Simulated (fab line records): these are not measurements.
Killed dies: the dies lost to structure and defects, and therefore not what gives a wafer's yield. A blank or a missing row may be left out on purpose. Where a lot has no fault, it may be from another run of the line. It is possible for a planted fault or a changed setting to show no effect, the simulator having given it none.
Which of the tools did it? / flow n5-finfet / 8 lots, 24 wafers sampled, at 8 steps of a route of 1938

## WHAT THE GAUGES READ, wafer by wafer
N5_BEOL_M4_RC_MEAS_101.
lot=L901; measured=day 9 13:25; on=prober-02; DIBL_N (mV/V)=38.3 35.9 35.0; DIBL_P (mV/V)=37.6 34.8 33.7; IOFF_N (nA/um)=0.182 0.149 0.126; IOFF_P (nA/um)=0.26 0.22 0.19; ION_N (uA/um)=680 675 663; ION_P (uA/um)=468 471 461; SS_N (mV/dec)=72.3 71.2 70.9; SS_P (mV/dec)=73.0 72.7 72.9; VT_N (mV)=247 250 252; VT_P (mV)=-248 -245 -251
lot=L909; measured=day 11 17:20; on=prober-01; DIBL_N (mV/V)=37.1 37.1 37.4; DIBL_P (mV/V)=35.7 36.3 37.6; IOFF_N (nA/um)=0.152 0.158 0.155; IOFF_P (nA/um)=0.18 0.19 0.20; ION_N (uA/um)=673 670 677; ION_P (uA/um)=462 464 460; SS_N (mV/dec)=71.7 72.0 72.0; SS_P (mV/dec)=73.0 73.3 73.9; VT_N (mV)=252 250 251; VT_P (mV)=-253 -253 -250
lot=L911; measured=day 12 09:48; on=prober-02; DIBL_N (mV/V)=37.3 36.2 36.7; DIBL_P (mV/V)=38.0 35.3 35.5; IOFF_N (nA/um)=0.163 0.141 0.150; IOFF_P (nA/um)=0.23 0.18 0.19; ION_N (uA/um)=665 656 661; ION_P (uA/um)=458 450 458; SS_N (mV/dec)=72.7 71.8 72.4; SS_P (mV/dec)=73.9 73.1 73.3; VT_N (mV)=250 253 253; VT_P (mV)=-251 -257 -254
lot=L912; measured=day 12 13:02; on=prober-02; DIBL_N (mV/V)=35.2 36.1 35.1; DIBL_P (mV/V)=34.7 35.8 34.6; IOFF_N (nA/um)=0.118 0.131 0.127; IOFF_P (nA/um)=0.16 0.18 0.16; ION_N (uA/um)=661 667 680; ION_P (uA/um)=454 457 464; SS_N (mV/dec)=71.2 71.2 70.7; SS_P (mV/dec)=73.4 73.6 73.3; VT_N (mV)=254 255 251; VT_P (mV)=-257 -252 -255
lot=L913; measured=day 12 17:01; on=prober-02; DIBL_N (mV/V)=35.2 34.2 35.3; DIBL_P (mV/V)=34.6 32.9 34.5; IOFF_N (nA/um)=0.132 0.123 0.137; IOFF_P (nA/um)=0.20 0.18 0.19; ION_N (uA/um)=664 653 656; ION_P (uA/um)=459 455 454; SS_N (mV/dec)=71.1 71.3 71.7; SS_P (mV/dec)=73.1 72.2 72.8; VT_N (mV)=252 254 253; VT_P (mV)=-249 -251 -250
lot=L914; measured=day 12 19:22; on=prober-01; DIBL_N (mV/V)=35.7 33.7 36.3; DIBL_P (mV/V)=34.9 32.6 35.9; IOFF_N (nA/um)=0.132 0.110 0.150; IOFF_P (nA/um)=0.20 0.17 0.21; ION_N (uA/um)=672 651 664; ION_P (uA/um)=465 454 453; SS_N (mV/dec)=72.0 70.9 71.7; SS_P (mV/dec)=73.4 72.2 73.2; VT_N (mV)=254 254 252; VT_P (mV)=-250 -249 -248
lot=L915; measured=day 13 00:59; on=prober-02; DIBL_N (mV/V)=36.6 35.3 35.5; DIBL_P (mV/V)=35.6 35.2 34.1; IOFF_N (nA/um)=0.183 0.175 0.161; IOFF_P (nA/um)=0.23 0.23 0.20; ION_N (uA/um)=677 686 670; ION_P (uA/um)=466 469 457; SS_N (mV/dec)=72.1 71.3 72.1; SS_P (mV/dec)=73.3 73.8 73.5; VT_N (mV)=245 245 248; VT_P (mV)=-249 -248 -251
lot=L917; measured=day 13 15:45; on=prober-02; DIBL_N (mV/V)=34.6 34.9 35.7; DIBL_P (mV/V)=34.7 33.6 34.8; IOFF_N (nA/um)=0.133 0.135 0.154; IOFF_P (nA/um)=0.19 0.16 0.19; ION_N (uA/um)=665 679 681; ION_P (uA/um)=458 461 459; SS_N (mV/dec)=71.8 71.3 71.5; SS_P (mV/dec)=72.8 72.4 73.6; VT_N (mV)=251 252 250; VT_P (mV)=-251 -253 -249

N5_BEOL_M14_OVL_MEAS_29.
lot=L901; measured=day 12 18:28; on=overlay-02; M14_OVL (nm)=4 9 3
lot=L909; measured=day 14 21:24; on=overlay-01; M14_OVL (nm)=-6 -8 -9
lot=L911; measured=day 15 13:49; on=overlay-02; M14_OVL (nm)=-5 -3 3
lot=L912; measured=day 15 13:02; on=overlay-02; M14_OVL (nm)=-2 10 5
lot=L913; measured=day 15 14:49; on=overlay-02; M14_OVL (nm)=7 6 4
lot=L914; measured=day 15 23:14; on=overlay-01; M14_OVL (nm)=4 -6 5
lot=L915; measured=day 16 03:35; on=overlay-02; M14_OVL (nm)=7 6 8
lot=L917; measured=day 16 20:50; on=overlay-01; M14_OVL (nm)=-2 -1 -1

N5_BEOL_M14_THK_MEAS_50: measures by xrf.
lot=L901; measured=day 12 22:37; on=film-metro-02; M14_THK (nm)=523 536 546
lot=L909; measured=day 15 00:28; on=film-metro-02; M14_THK (nm)=1193 1185 1174
lot=L911; measured=day 15 16:44; on=film-metro-01; M14_THK (nm)=1187 1202 1169
lot=L912; measured=day 15 15:16; on=film-metro-01; M14_THK (nm)=1188 1191 1190
lot=L913; measured=day 15 19:17; on=film-metro-01; M14_THK (nm)=513 527 539
lot=L914; measured=day 16 07:18; on=film-metro-01; M14_THK (nm)=508 537 534
lot=L915; measured=day 16 07:45; on=film-metro-01; M14_THK (nm)=527 534 527
lot=L917; measured=day 16 23:34; on=film-metro-01; M14_THK (nm)=530 532 528

N5_BEOL_M14_RS_MEAS_54: a four-point-probe measurement.
lot=L901; measured=day 12 22:45; on=film-metro-02; M14_RS (ohm/sq)=0.0338 0.0328 0.0323
lot=L909; measured=day 15 00:35; on=film-metro-02; M14_RS (ohm/sq)=0.0135 0.0135 0.0136
lot=L911; measured=day 15 16:52; on=film-metro-01; M14_RS (ohm/sq)=0.0136 0.0135 0.0138
lot=L912; measured=day 15 15:24; on=film-metro-02; M14_RS (ohm/sq)=0.0135 0.0135 0.0135
lot=L913; measured=day 15 19:25; on=film-metro-02; M14_RS (ohm/sq)=0.0344 0.0332 0.0326
lot=L914; measured=day 16 07:26; on=film-metro-01; M14_RS (ohm/sq)=0.0346 0.0326 0.0327
lot=L915; measured=day 16 07:53; on=film-metro-02; M14_RS (ohm/sq)=0.0336 0.0328 0.0334
lot=L917; measured=day 16 23:43; on=film-metro-02; M14_RS (ohm/sq)=0.0329 0.0329 0.0331

N5_BEOL_M14_INSPECT_55: inspects for defects (darkfield).
lot=L901; measured=day 12 22:47; on=defect-inspect-01; raw-defect-count=113 176 122
lot=L909; measured=day 15 00:37; on=defect-inspect-01; raw-defect-count=6487 6394 6575
lot=L911; measured=day 15 16:53; on=defect-inspect-01; raw-defect-count=6555 6392 6593
lot=L912; measured=day 15 15:26; on=defect-inspect-02; raw-defect-count=6492 6540 6489
lot=L913; measured=day 15 19:27; on=defect-inspect-01; raw-defect-count=63 106 113
lot=L914; measured=day 16 07:27; on=defect-inspect-01; raw-defect-count=81 75 83
lot=L915; measured=day 16 07:54; on=defect-inspect-02; raw-defect-count=67 47 92
lot=L917; measured=day 16 23:45; on=defect-inspect-01; raw-defect-count=41 31 64

## TOOL THAT RAN EACH LOT (tool first, then ch and the chambers of the sampled wafers, then the start)
lot=L901; N5_BEOL_M14_STRIP_37=rie-diel-06 ch 0,1,3, day 12 20:35; N5_BEOL_M14_PRE_CLEAN_42=pvd-sputter-03, day 12 21:31; N5_BEOL_M14_CMP_49=cmp-03 ch 0,1,3, day 12 22:26
lot=L909; N5_BEOL_M14_STRIP_37=rie-diel-06 ch 1,3, day 14 22:11; N5_BEOL_M14_PRE_CLEAN_42=pvd-sputter-01, day 14 22:50; N5_BEOL_M14_CMP_49=cmp-04 ch 1,2, day 15 00:10
lot=L911; N5_BEOL_M14_STRIP_37=rie-diel-05 ch 0,1, day 15 15:06; N5_BEOL_M14_PRE_CLEAN_42=pvd-sputter-02, day 15 15:38; N5_BEOL_M14_CMP_49=cmp-01 ch 0,2, day 15 16:26
lot=L912; N5_BEOL_M14_STRIP_37=rie-diel-02 ch 1,2,3, day 15 13:44; N5_BEOL_M14_PRE_CLEAN_42=pvd-sputter-03, day 15 14:10; N5_BEOL_M14_CMP_49=cmp-03 ch 0,1,3, day 15 15:01
lot=L913; N5_BEOL_M14_STRIP_37=rie-diel-06 ch 1,2,3, day 15 16:00; N5_BEOL_M14_PRE_CLEAN_42=pvd-sputter-02, day 15 18:12; N5_BEOL_M14_CMP_49=cmp-01 ch 0,2,3, day 15 19:02
lot=L914; N5_BEOL_M14_STRIP_37=rie-diel-02 ch 0,1,3, day 16 05:20; N5_BEOL_M14_PRE_CLEAN_42=pvd-sputter-02, day 16 06:02; N5_BEOL_M14_CMP_49=cmp-04 ch 0,1,3, day 16 07:02
lot=L915; N5_BEOL_M14_STRIP_37=rie-diel-05 ch 0,3, day 16 05:47; N5_BEOL_M14_PRE_CLEAN_42=pvd-sputter-01, day 16 06:23; N5_BEOL_M14_CMP_49=cmp-01 ch 0,1,2, day 16 07:29
lot=L917; N5_BEOL_M14_STRIP_37=rie-diel-06 ch 0,3, day 16 21:57; N5_BEOL_M14_PRE_CLEAN_42=pvd-sputter-03, day 16 22:28; N5_BEOL_M14_CMP_49=cmp-03 ch 0,1,3, day 16 23:16
- N5_BEOL_M14_STRIP_37: strips in O2.
- N5_BEOL_M14_PRE_CLEAN_42: time 30 s.
- N5_BEOL_M14_CMP_49: polishes, stops on SiO2, t overpolish 5.2 s, target thk 560 nm.

## WHAT THE TOOLS THEMSELVES READ (means of the sampled wafers that have a number; where no wafer has one, the mark that the record gives instead)
N5_BEOL_M14_STRIP_37.
lot=L901; tool=rie-diel-06; drypump-motor-current-A (A)=5.9; oes-product-au (a.u.)=0.71; rf-vpp-V (V)=3.9; showerhead-plenum-p-Torr (Torr)=2.11; throttle-valve-pct (%)=17.0
lot=L909; tool=rie-diel-06; drypump-motor-current-A (A)=5.7; oes-product-au (a.u.)=0.91; rf-vpp-V (V)=3.6; showerhead-plenum-p-Torr (Torr)=2.14; throttle-valve-pct (%)=16.6
lot=L911; tool=rie-diel-05; drypump-motor-current-A (A)=5.7; oes-product-au (a.u.)=0.74; rf-vpp-V (V)=3.8; showerhead-plenum-p-Torr (Torr)=2.09; throttle-valve-pct (%)=17.0
lot=L912; tool=rie-diel-02; drypump-motor-current-A (A)=5.8; oes-product-au (a.u.)=0.76; rf-vpp-V (V)=4.5; showerhead-plenum-p-Torr (Torr)=2.07; throttle-valve-pct (%)=16.8
lot=L913; tool=rie-diel-06; drypump-motor-current-A (A)=5.6; oes-product-au (a.u.)=0.80; rf-vpp-V (V)=3.5; showerhead-plenum-p-Torr (Torr)=2.11; throttle-valve-pct (%)=16.7
lot=L914; tool=rie-diel-02; drypump-motor-current-A (A)=6.2; oes-product-au (a.u.)=0.80; rf-vpp-V (V)=3.9; showerhead-plenum-p-Torr (Torr)=2.10; throttle-valve-pct (%)=16.6
lot=L915; tool=rie-diel-05; drypump-motor-current-A (A)=5.5; oes-product-au (a.u.)=0.74; rf-vpp-V (V)=3.6; showerhead-plenum-p-Torr (Torr)=2.17; throttle-valve-pct (%)=16.8
lot=L917; tool=rie-diel-06; drypump-motor-current-A (A)=5.9; oes-product-au (a.u.)=0.82; rf-vpp-V (V)=3.2; showerhead-plenum-p-Torr (Torr)=2.09; throttle-valve-pct (%)=16.9

N5_BEOL_M14_PRE_CLEAN_42.
lot=L901; tool=pvd-sputter-03; heater-power-w (W)=418
lot=L909; tool=pvd-sputter-01; heater-power-w (W)=448
lot=L911; tool=pvd-sputter-02; heater-power-w (W)=433
lot=L912; tool=pvd-sputter-03; heater-power-w (W)=453
lot=L913; tool=pvd-sputter-02; heater-power-w (W)=430
lot=L914; tool=pvd-sputter-02; heater-power-w (W)=417
lot=L915; tool=pvd-sputter-01; heater-power-w (W)=444
lot=L917; tool=pvd-sputter-03; heater-power-w (W)=443

N5_BEOL_M14_CMP_49.
lot=L901; tool=cmp-03; barrier-field-endpoint-s (s)=11.50; clearing-platen-down-force-psi (psi)=1.999; head-pressure-psi (psi)=2.002; motor-current-A (A)=8.7; overpolish-run-s (s)=5.199; pad-life-wafers=243; time-to-endpoint-s (s)=124
lot=L909; tool=cmp-04; barrier-field-endpoint-s (s)=-; clearing-platen-down-force-psi (psi)=-; head-pressure-psi (psi)=-; motor-current-A (A)=-; overpolish-run-s (s)=-; pad-life-wafers=-; time-to-endpoint-s (s)=-
lot=L911; tool=cmp-01; barrier-field-endpoint-s (s)=-; clearing-platen-down-force-psi (psi)=-; head-pressure-psi (psi)=-; motor-current-A (A)=-; overpolish-run-s (s)=-; pad-life-wafers=-; time-to-endpoint-s (s)=-
lot=L912; tool=cmp-03; barrier-field-endpoint-s (s)=-; clearing-platen-down-force-psi (psi)=-; head-pressure-psi (psi)=-; motor-current-A (A)=-; overpolish-run-s (s)=-; pad-life-wafers=-; time-to-endpoint-s (s)=-
lot=L913; tool=cmp-01; barrier-field-endpoint-s (s)=11.75; clearing-platen-down-force-psi (psi)=1.998; head-pressure-psi (psi)=2.002; motor-current-A (A)=8.0; overpolish-run-s (s)=5.191; pad-life-wafers=2066; time-to-endpoint-s (s)=127
lot=L914; tool=cmp-04; barrier-field-endpoint-s (s)=11.51; clearing-platen-down-force-psi (psi)=1.999; head-pressure-psi (psi)=2.001; motor-current-A (A)=8.5; overpolish-run-s (s)=5.205; pad-life-wafers=1442; time-to-endpoint-s (s)=124
lot=L915; tool=cmp-01; barrier-field-endpoint-s (s)=11.24; clearing-platen-down-force-psi (psi)=1.996; head-pressure-psi (psi)=2.002; motor-current-A (A)=7.9; overpolish-run-s (s)=5.193; pad-life-wafers=50; time-to-endpoint-s (s)=119
lot=L917; tool=cmp-03; barrier-field-endpoint-s (s)=11.49; clearing-platen-down-force-psi (psi)=1.999; head-pressure-psi (psi)=2.002; motor-current-A (A)=8.7; overpolish-run-s (s)=5.200; pad-life-wafers=1022; time-to-endpoint-s (s)=123

## THE ANSWER, worked out from the rows above alone
Rule: the usual values come from the lots themselves. Put in order of their means at a reading, lots are off if they are a third of the lots or fewer, leave a main group of 4 or more, and stand apart from it by a gap of 3 or more times the standard deviation of the main group's means; of several such gaps the widest counts. The tables above print the reading to a certain number of digits; a main group whose means all agree to those digits is not used. A lot without any number at a reading at which 4 lots or more have one is off too. The other lots that the step has rows for count as sound. The gauges are gone through in route order, then the tools' own readings, and for those a lot's mean is taken as printed above. At the first step where some lot is off, the reading lying furthest off is the one used; lots without a number count as furthest.
Off: L909, L911, L912 (N5_BEOL_M14_CMP_49, barrier-field-endpoint-s). Without a number there: L909, L911, L912. The main group: mean 11.50 s, standard deviation 0.16.
A tool fits if, at that step or a process step before it, it ran every lot that is off, and no sound lot after the first of them. None of those tried fits.

## WHAT THE SIMULATOR HAD PUT IN
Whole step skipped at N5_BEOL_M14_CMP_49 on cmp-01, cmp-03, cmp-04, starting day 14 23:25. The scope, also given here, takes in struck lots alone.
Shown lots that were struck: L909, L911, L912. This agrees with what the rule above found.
